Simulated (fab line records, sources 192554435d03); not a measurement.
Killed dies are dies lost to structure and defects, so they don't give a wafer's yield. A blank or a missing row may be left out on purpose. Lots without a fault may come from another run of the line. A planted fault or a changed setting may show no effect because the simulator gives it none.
Chamber matching | flow n5_finfet | N5_HKMG_FIN_ETCH_35 on rie_diel-06: 4 sister chambers
The step etches SOC in N2/H2, target depth 215.8 nm, time 243.4 s. 4 wafers are shown with their chamber, then 11 later ones without.

WAFERS WITH THEIR CHAMBER
wafer  | chamber | throttle_valve_pct (%)
L088.1 | 0       | 17.72
L089.4 | 3       | 17.57
L089.6 | 2       | 18.13
L092.4 | 1       | 17.94

WAFERS WITHOUT THEIR CHAMBER
wafer  | throttle_valve_pct (%)
L092.5 | 18.13
L092.6 | 17.59
L093.1 | 17.58
L093.2 | 17.75
L093.4 | 17.94
L094.2 | 17.77
L094.5 | 17.61
L094.6 | 17.76
L097.1 | 18.17
L097.2 | 17.95
L097.5 | 17.60

WHICH CHAMBER EACH WENT THROUGH
wafer  | from the rows above | in truth
L092.5 | 2                   | 2
L092.6 | 3                   | 3
L093.1 | 3                   | 3
L093.2 | 0                   | 0
L093.4 | 1                   | 1
L094.2 | 0                   | 0
L094.5 | 3                   | 3
L094.6 | 0                   | 0
L097.1 | 2                   | 2
L097.2 | 1                   | 1
L097.5 | 3                   | 3
Placed correctly: 11 of 11. Can't be placed from these rows: 0. Placed wrongly: 0.
How it was worked out, from the rows above alone: a wafer's distance from a chamber is the root of the sum, over the readings, of the square of ((its reading less the chamber's mean) divided by the reading's scatter). The wafer belongs to the nearest chamber; if the next one is less than 2 further off, it can't be placed. A chamber's mean is the mean of its shown wafers. The scatter: with one shown wafer a chamber, the root of the mean of the squares of how far each hidden wafer lies from its nearest shown one.
